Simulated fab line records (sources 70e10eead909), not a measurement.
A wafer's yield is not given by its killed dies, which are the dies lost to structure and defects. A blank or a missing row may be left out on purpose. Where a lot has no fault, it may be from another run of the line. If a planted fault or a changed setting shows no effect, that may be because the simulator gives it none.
Which tool is to blame? | flow nandHarc | route of 1302 steps, sampled at 1 step: 14 lots, 42 wafers

## WHAT THE GAUGES SHOWED, per wafer
NHARC_A_SLIT_CD_MEAS_09: target cd 300 nm. Usual: cdNm 299.9 nm, standard deviation 0.63.
lot  | measured     | on       | cdNm (nm)         | flag
L591 | day 19 21:24 | cdSem-02 | 300.7 300.6 300.9 | 
L593 | day 20 13:22 | cdSem-03 | 300.5 300.3 299.6 | 
L594 | day 20 13:43 | cdSem-01 | 299.4 300.2 299.6 | 
L599 | day 23 01:05 | cdSem-03 | 300.0 300.1 298.6 | 
L597 | day 23 01:23 | cdSem-02 | 299.0 300.3 300.4 | 
L600 | day 23 15:20 | cdSem-02 | 298.9 299.6 299.8 | 
L602 | day 23 22:08 | cdSem-03 | 298.2 299.0 299.6 | 
L603 | day 24 10:36 | cdSem-01 | 300.7 299.6 301.1 | 
L607 | day 26 10:46 | cdSem-03 | 300.4 299.5 299.8 | 
L608 | day 26 20:03 | cdSem-02 | 299.1 300.3 299.7 | 
L611 | day 27 13:38 | cdSem-01 | 300.5 299.7 299.1 | 
L614 | day 28 16:24 | cdSem-01 | 300.1 300.5 300.0 | 
L613 | day 28 16:34 | cdSem-02 | 300.2 299.7 298.8 | 
L612 | day 28 17:47 | cdSem-01 | 300.4 299.8 300.7 | 

## EACH LOT AND THE TOOL THAT RAN IT (in order: tool; ch and the chambers of the sampled wafers; start)
No process step before these readings appears in the record.

## WHAT THE TOOLS THEMSELVES READ (means of the sampled wafers that have a number; where no wafer has one, the mark that the record gives instead)
The record holds no such reading with a usual standard deviation.

## THE ANSWER, worked out from the rows above alone
Rule: a lot is off if the mean of its wafers that have a number lies more than 3 standard deviations from the usual mean. Also off: a lot with no number at a reading for which 4 or more lots have one. The other lots that the step has rows for count as sound. Order of review: gauges by route order, followed by the tools' own readings, for which a lot's mean as printed above is used. The first step at which some lot is off is used, and at that step the reading that is off furthest; a lot without a number counts as furthest.
No lot is off on any of the readings shown, so nothing can be concluded from this.

## WHAT THE SIMULATOR HAD PUT IN
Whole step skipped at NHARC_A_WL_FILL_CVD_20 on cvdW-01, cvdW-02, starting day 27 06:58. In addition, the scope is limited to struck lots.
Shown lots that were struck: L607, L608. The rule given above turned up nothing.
